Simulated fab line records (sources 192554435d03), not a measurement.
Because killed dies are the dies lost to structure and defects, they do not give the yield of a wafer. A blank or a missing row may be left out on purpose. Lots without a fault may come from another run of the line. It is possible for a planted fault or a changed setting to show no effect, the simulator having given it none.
The tool behind it: which one? + flow n5Finfet + 24 lots with 72 wafers sampled at 5 steps, on a route of 1938 steps

WHAT THE GAUGES READ, wafer by wafer
N5_ILD0_THK_MEAS_13. Usual: thkNm 17.9 nm, standard deviation 0.95.
| lot  | measured    | on           | thkNm (nm)     | flag |
|------|-------------|--------------|----------------|------|
| L074 | day 3 17:38 | filmMetro-02 | 16.4 15.9 17.6 |      |
| L075 | day 4 00:29 | filmMetro-01 | 17.9 18.2 17.7 |      |
| L076 | day 4 07:13 | filmMetro-02 | 18.2 16.8 17.1 |      |
| L077 | day 4 12:39 | filmMetro-02 | 15.5 17.9 17.2 |      |
| L078 | day 4 18:32 | filmMetro-02 | 17.4 16.6 17.2 |      |
| L079 | day 4 23:12 | filmMetro-01 | 19.2 17.2 18.4 |      |
| L080 | day 5 05:23 | filmMetro-01 | 17.6 18.9 17.2 |      |
| L081 | day 5 12:43 | filmMetro-01 | 17.7 18.8 18.9 |      |
| L082 | day 5 19:57 | filmMetro-02 | 18.4 16.6 18.7 |      |
| L083 | day 5 21:55 | filmMetro-01 | 17.5 19.4 16.6 |      |
| L084 | day 6 06:16 | filmMetro-01 | 15.8 15.8 16.4 |      |
| L085 | day 6 12:55 | filmMetro-02 | 18.9 18.4 17.8 |      |
| L086 | day 6 18:44 | filmMetro-01 | 18.6 18.3 17.9 |      |
| L087 | day 6 21:55 | filmMetro-02 | 17.5 17.6 16.2 |      |
| L088 | day 7 05:10 | filmMetro-01 | 18.5 18.0 17.5 |      |
| L089 | day 7 13:02 | filmMetro-01 | 19.1 17.1 17.8 |      |
| L090 | day 7 14:56 | filmMetro-01 | 19.4 19.8 19.2 |      |
| L091 | day 8 00:13 | filmMetro-01 | 18.5 16.9 18.9 |      |
| L092 | day 8 04:34 | filmMetro-01 | 18.8 18.4 18.5 |      |
| L093 | day 8 08:49 | filmMetro-01 | 18.9 17.3 18.8 |      |
| L094 | day 8 22:34 | filmMetro-01 | 17.8 18.5 17.3 |      |
| L095 | day 9 02:22 | filmMetro-01 | 18.0 16.7 16.6 |      |
| L096 | day 9 05:10 | filmMetro-02 | 17.9 18.4 19.0 |      |
| L097 | day 9 11:18 | filmMetro-01 | 17.9 18.2 19.3 |      |

N5_ILD0_INSPECT_06: inspects for defects (darkfield). Usual: rawDefectCount 37, standard deviation 16.
| lot  | measured    | on               | rawDefectCount | flag |
|------|-------------|------------------|----------------|------|
| L074 | day 3 17:40 | defectInspect-02 | 62 52 40       |      |
| L075 | day 4 00:30 | defectInspect-02 | 25 48 36       |      |
| L076 | day 4 07:15 | defectInspect-02 | 36 29 21       |      |
| L077 | day 4 12:41 | defectInspect-02 | 11 27 19       |      |
| L078 | day 4 18:33 | defectInspect-01 | 46 21 31       |      |
| L079 | day 4 23:14 | defectInspect-02 | 33 31 25       |      |
| L080 | day 5 05:24 | defectInspect-02 | 30 10 40       |      |
| L081 | day 5 12:44 | defectInspect-01 | 19 19 32       |      |
| L082 | day 5 19:59 | defectInspect-02 | 50 63 37       |      |
| L083 | day 5 21:57 | defectInspect-01 | 52 30 46       |      |
| L084 | day 6 06:17 | defectInspect-02 | 62 32 21       |      |
| L085 | day 6 12:57 | defectInspect-02 | 58 54 112      |      |
| L086 | day 6 18:46 | defectInspect-02 | 48 52 43       |      |
| L087 | day 6 21:56 | defectInspect-01 | 41 35 26       |      |
| L088 | day 7 05:12 | defectInspect-01 | 20 36 30       |      |
| L089 | day 7 13:04 | defectInspect-02 | 45 41 72       |      |
| L090 | day 7 14:58 | defectInspect-02 | 66 71 49       |      |
| L091 | day 8 00:15 | defectInspect-01 | 22 31 20       |      |
| L092 | day 8 04:35 | defectInspect-01 | 47 46 19       |      |
| L093 | day 8 08:50 | defectInspect-02 | 72 54 24       |      |
| L094 | day 8 22:35 | defectInspect-02 | 20 32 18       |      |
| L095 | day 9 02:23 | defectInspect-02 | 48 42 56       |      |
| L096 | day 9 05:12 | defectInspect-02 | 31 19 23       |      |
| L097 | day 9 11:19 | defectInspect-02 | 32 39 32       |      |

EACH LOT AND THE TOOL THAT RAN IT (in order: tool; ch and the chambers of the sampled wafers; start)
| lot  | N5_SD_EPI_P_ETCH_37              | N5_SD_EPI_P_ETCH_16              | N5_ILD0_ALD_15                  |
|------|----------------------------------|----------------------------------|---------------------------------|
| L074 | rieDiel-03 ch 1,2, day 3 06:10   | rieDiel-03 ch 1,2, day 3 06:41   | aldSin-02 ch 1,2, day 3 15:08   |
| L075 | rieDiel-03 ch 0,3, day 3 12:09   | rieDiel-03 ch 0,3, day 3 12:40   | aldSin-02 ch 1,2, day 3 21:59   |
| L076 | rieDiel-02 ch 1,3, day 3 20:25   | rieDiel-02 ch 1,3, day 3 20:56   | aldSin-04 ch 0,1,3, day 4 04:44 |
| L077 | rieDiel-03 ch 0,1, day 4 00:57   | rieDiel-03 ch 0,1, day 4 01:28   | aldSin-03 ch 0,1,3, day 4 10:10 |
| L078 | rieDiel-03 ch 0,1, day 4 07:26   | rieDiel-03 ch 0,1, day 4 07:58   | aldSin-03 ch 0,1,3, day 4 16:02 |
| L079 | rieDiel-03 ch 0,2,3, day 4 12:25 | rieDiel-03 ch 0,2,3, day 4 12:56 | aldSin-03 ch 0,1,2, day 4 20:42 |
| L080 | rieDiel-04 ch 1,2,3, day 4 16:29 | rieDiel-04 ch 1,2,3, day 4 17:00 | aldSin-03 ch 0,1,3, day 5 02:53 |
| L081 | rieDiel-03 ch 1,2,3, day 5 02:04 | rieDiel-03 ch 1,2,3, day 5 02:36 | aldSin-04 ch 0,2, day 5 10:13   |
| L082 | rieDiel-03 ch 1,2, day 5 08:22   | rieDiel-03 ch 1,2, day 5 08:53   | aldSin-03 ch 0,3, day 5 17:28   |
| L083 | rieDiel-03 ch 1,2,3, day 5 11:16 | rieDiel-03 ch 1,2,3, day 5 11:47 | aldSin-02 ch 1,2,3, day 5 19:25 |
| L084 | rieDiel-02 ch 0,2,3, day 5 18:54 | rieDiel-02 ch 0,2,3, day 5 19:25 | aldSin-03 ch 2,3, day 6 03:46   |
| L085 | rieDiel-02 ch 2,3, day 6 01:25   | rieDiel-02 ch 2,3, day 6 01:56   | aldSin-02 ch 2,3, day 6 10:26   |
| L086 | rieDiel-03 ch 0,3, day 6 07:15   | rieDiel-03 ch 0,3, day 6 07:46   | aldSin-04 ch 0,1,3, day 6 16:14 |
| L087 | rieDiel-04 ch 0,1,2, day 6 11:08 | rieDiel-04 ch 0,1,2, day 6 11:39 | aldSin-04 ch 0,1,2, day 6 19:25 |
| L088 | rieDiel-03 ch 0,1,2, day 6 18:07 | rieDiel-03 ch 0,1,2, day 6 18:38 | aldSin-04 ch 0,2,3, day 7 02:41 |
| L089 | rieDiel-03 ch 0,3, day 7 02:01   | rieDiel-03 ch 0,3, day 7 02:33   | aldSin-02 ch 0,1, day 7 10:32   |
| L090 | rieDiel-04 ch 0,1, day 7 04:17   | rieDiel-04 ch 0,1, day 7 04:49   | aldSin-03 ch 0,3, day 7 12:26   |
| L091 | rieDiel-02 ch 0,1,3, day 7 12:13 | rieDiel-02 ch 0,1,3, day 7 12:44 | aldSin-03 ch 0,1,3, day 7 21:29 |
| L092 | rieDiel-04 ch 1,3, day 7 16:54   | rieDiel-04 ch 1,3, day 7 17:25   | aldSin-04 ch 1,2, day 8 02:02   |
| L093 | rieDiel-03 ch 0,2, day 7 22:04   | rieDiel-03 ch 0,2, day 7 22:36   | aldSin-02 ch 1,3, day 8 06:19   |
| L094 | rieDiel-02 ch 0,1,2, day 8 09:37 | rieDiel-02 ch 0,1,2, day 8 10:08 | aldSin-02 ch 0,2, day 8 20:04   |
| L095 | rieDiel-03 ch 0,1,3, day 8 15:09 | rieDiel-03 ch 0,1,3, day 8 15:40 | aldSin-04 ch 1,2, day 8 23:52   |
| L096 | rieDiel-02 ch 1,2,3, day 8 18:09 | rieDiel-02 ch 1,2,3, day 8 18:40 | aldSin-02 ch 1,2, day 9 02:41   |
| L097 | rieDiel-03 ch 0,1,2, day 8 23:57 | rieDiel-03 ch 0,1,2, day 9 00:20 | aldSin-02 ch 2,3, day 9 08:48   |
- N5_SD_EPI_P_ETCH_37: etches SOC in N2/H2, overetch 108 nm, time 486 s.
- N5_SD_EPI_P_ETCH_16: etches SiO2 in CHF3/O2, target depth 5 nm.
- N5_ILD0_ALD_15: deposits SiNx, target thk 24 nm, pulse time 1 s, ald cycles 480.

WHAT THE TOOLS THEMSELVES READ (means of the sampled wafers that have a number; where no wafer has one, the mark that the record gives instead)
N5_SD_EPI_P_ETCH_37. Usual: drypumpMotorCurrentA 5.7 A, standard deviation 0.36; oesProductAu 0.68 a.u., standard deviation 0.068; rfVppV 240.7 V, standard deviation 1.2; showerheadPlenumPTorr 2.54 Torr, standard deviation 0.074; throttleValvePct 23.89 %, standard deviation 0.29.
| lot  | tool       | drypumpMotorCurrentA (A) | oesProductAu (a.u.) | rfVppV (V) | showerheadPlenumPTorr (Torr) | throttleValvePct (%) | flag |
|------|------------|--------------------------|---------------------|------------|------------------------------|----------------------|------|
| L074 | rieDiel-03 | 5.5                      | 0.64                | 241.0      | 2.55                         | 24.15                |      |
| L075 | rieDiel-03 | 5.6                      | 0.67                | 240.5      | 2.51                         | 24.02                |      |
| L076 | rieDiel-02 | 5.8                      | 0.63                | 240.1      | 2.43                         | 23.89                |      |
| L077 | rieDiel-03 | 5.4                      | 0.66                | 239.9      | 2.50                         | 24.10                |      |
| L078 | rieDiel-03 | 5.3                      | 0.63                | 241.2      | 2.55                         | 24.01                |      |
| L079 | rieDiel-03 | 5.6                      | 0.65                | 240.9      | 2.52                         | 24.05                |      |
| L080 | rieDiel-04 | 5.8                      | 0.74                | 240.0      | 2.49                         | 23.73                |      |
| L081 | rieDiel-03 | 5.5                      | 0.63                | 241.1      | 2.58                         | 23.99                |      |
| L082 | rieDiel-03 | 5.4                      | 0.62                | 241.7      | 2.57                         | 24.06                |      |
| L083 | rieDiel-03 | 5.5                      | 0.62                | 240.7      | 2.58                         | 24.00                |      |
| L084 | rieDiel-02 | 6.1                      | 0.77                | 240.9      | 2.60                         | 23.50                |      |
| L085 | rieDiel-02 | 6.0                      | 0.81                | 242.4      | 2.62                         | 23.45                |      |
| L086 | rieDiel-03 | 5.6                      | 0.66                | 240.8      | 2.50                         | 24.05                |      |
| L087 | rieDiel-04 | 5.6                      | 0.68                | 239.8      | 2.50                         | 23.92                |      |
| L088 | rieDiel-03 | 5.5                      | 0.63                | 240.2      | 2.51                         | 24.15                |      |
| L089 | rieDiel-03 | 5.6                      | 0.64                | 240.3      | 2.56                         | 23.91                |      |
| L090 | rieDiel-04 | 5.4                      | 0.70                | 239.6      | 2.49                         | 24.03                |      |
| L091 | rieDiel-02 | 6.1                      | 0.70                | 240.2      | 2.58                         | 23.58                |      |
| L092 | rieDiel-04 | 5.6                      | 0.75                | 239.3      | 2.47                         | 23.85                |      |
| L093 | rieDiel-03 | 5.6                      | 0.64                | 239.7      | 2.48                         | 24.29                |      |
| L094 | rieDiel-02 | 6.3                      | 0.69                | 241.5      | 2.54                         | 23.55                |      |
| L095 | rieDiel-03 | 5.5                      | 0.71                | 241.0      | 2.54                         | 23.90                |      |
| L096 | rieDiel-02 | 6.1                      | 0.73                | 241.6      | 2.59                         | 23.55                |      |
| L097 | rieDiel-03 | 5.5                      | 0.70                | 240.0      | 2.51                         | 24.08                |      |

N5_SD_EPI_P_ETCH_16. Usual: drypumpMotorCurrentA 5.7 A, standard deviation 0.36; oesProductAu 0.75 a.u., standard deviation 0.082; rfVppV 521 V, standard deviation 7.8; showerheadPlenumPTorr 2.41 Torr, standard deviation 0.065; throttleValvePct 19.01 %, standard deviation 0.25.
| lot  | tool       | drypumpMotorCurrentA (A) | oesProductAu (a.u.) | rfVppV (V) | showerheadPlenumPTorr (Torr) | throttleValvePct (%) | flag |
|------|------------|--------------------------|---------------------|------------|------------------------------|----------------------|------|
| L074 | rieDiel-03 | 5.5                      | 0.71                | 527        | 2.43                         | 19.27                |      |
| L075 | rieDiel-03 | 5.5                      | 0.74                | 518        | 2.38                         | 19.11                |      |
| L076 | rieDiel-02 | 5.8                      | 0.70                | 516        | 2.32                         | 18.98                |      |
| L077 | rieDiel-03 | 5.4                      | 0.73                | 516        | 2.38                         | 19.18                |      |
| L078 | rieDiel-03 | 5.3                      | 0.70                | 516        | 2.43                         | 19.21                |      |
| L079 | rieDiel-03 | 5.6                      | 0.72                | 524        | 2.40                         | 19.18                |      |
| L080 | rieDiel-04 | 5.8                      | 0.83                | 518        | 2.37                         | 18.78                |      |
| L081 | rieDiel-03 | 5.5                      | 0.69                | 522        | 2.45                         | 19.20                |      |
| L082 | rieDiel-03 | 5.4                      | 0.68                | 520        | 2.45                         | 19.28                |      |
| L083 | rieDiel-03 | 5.5                      | 0.68                | 523        | 2.45                         | 19.20                |      |
| L084 | rieDiel-02 | 6.0                      | 0.86                | 522        | 2.46                         | 18.65                |      |
| L085 | rieDiel-02 | 6.0                      | 0.91                | 521        | 2.48                         | 18.59                |      |
| L086 | rieDiel-03 | 5.6                      | 0.73                | 518        | 2.37                         | 19.13                |      |
| L087 | rieDiel-04 | 5.6                      | 0.75                | 520        | 2.37                         | 18.86                |      |
| L088 | rieDiel-03 | 5.5                      | 0.71                | 521        | 2.40                         | 19.26                |      |
| L089 | rieDiel-03 | 5.6                      | 0.70                | 517        | 2.42                         | 19.12                |      |
| L090 | rieDiel-04 | 5.4                      | 0.79                | 510        | 2.36                         | 18.95                |      |
| L091 | rieDiel-02 | 6.1                      | 0.78                | 523        | 2.44                         | 18.74                |      |
| L092 | rieDiel-04 | 5.6                      | 0.85                | 509        | 2.35                         | 18.91                |      |
| L093 | rieDiel-03 | 5.6                      | 0.70                | 528        | 2.36                         | 19.30                |      |
| L094 | rieDiel-02 | 6.3                      | 0.77                | 524        | 2.40                         | 18.71                |      |
| L095 | rieDiel-03 | 5.5                      | 0.79                | 517        | 2.41                         | 19.06                |      |
| L096 | rieDiel-02 | 6.1                      | 0.81                | 522        | 2.46                         | 18.68                |      |
| L097 | rieDiel-03 | 5.4                      | 0.79                | 521        | 2.39                         | 19.17                |      |

N5_ILD0_ALD_15. Usual: heaterPowerOuterW 512 W, standard deviation 52; heaterPowerW 845 W, standard deviation 80; precursorPulseHeightRel 0.999, standard deviation 0.019.
| lot  | tool      | heaterPowerOuterW (W) | heaterPowerW (W) | precursorPulseHeightRel | flag |
|------|-----------|-----------------------|------------------|-------------------------|------|
| L074 | aldSin-02 | 498                   | 843              | 0.997                   |      |
| L075 | aldSin-02 | 456                   | 753              | 0.991                   |      |
| L076 | aldSin-04 | 547                   | 901              | 0.985                   |      |
| L077 | aldSin-03 | 516                   | 860              | 0.995                   |      |
| L078 | aldSin-03 | 517                   | 863              | 1.005                   |      |
| L079 | aldSin-03 | 491                   | 835              | 1.002                   |      |
| L080 | aldSin-03 | 522                   | 873              | 1.012                   |      |
| L081 | aldSin-04 | 505                   | 887              | 0.999                   |      |
| L082 | aldSin-03 | 515                   | 831              | 0.999                   |      |
| L083 | aldSin-02 | 479                   | 796              | 0.996                   |      |
| L084 | aldSin-03 | 538                   | 917              | 0.982                   |      |
| L085 | aldSin-02 | 431                   | 716              | 1.010                   |      |
| L086 | aldSin-04 | 560                   | 893              | 0.986                   |      |
| L087 | aldSin-04 | 541                   | 916              | 1.009                   |      |
| L088 | aldSin-04 | 541                   | 882              | 1.012                   |      |
| L089 | aldSin-02 | 530                   | 883              | 1.004                   |      |
| L090 | aldSin-03 | 512                   | 839              | 1.002                   |      |
| L091 | aldSin-03 | 520                   | 864              | 1.010                   |      |
| L092 | aldSin-04 | 569                   | 926              | 1.016                   |      |
| L093 | aldSin-02 | 509                   | 845              | 1.002                   |      |
| L094 | aldSin-02 | 475                   | 753              | 1.005                   |      |
| L095 | aldSin-04 | 553                   | 897              | 0.983                   |      |
| L096 | aldSin-02 | 460                   | 761              | 1.016                   |      |
| L097 | aldSin-02 | 429                   | 719              | 0.990                   |      |

THE ANSWER, worked out from the rows above alone
Rule: a lot is off if the mean of its wafers that have a number lies more than 3 standard deviations from the usual mean. Also off: a lot with no number at a reading for which 4 or more lots have one. Where the step has rows for the other lots, those lots are counted as sound. The gauges are gone through in route order, then the tools' own readings, and for those a lot's mean is taken as printed above. The first step at which some lot is off is used, and at that step the reading that is off furthest; a lot without a number counts as furthest.
No lot is off on any of the readings shown, so nothing can be concluded from this.

WHAT THE SIMULATOR HAD INSERTED
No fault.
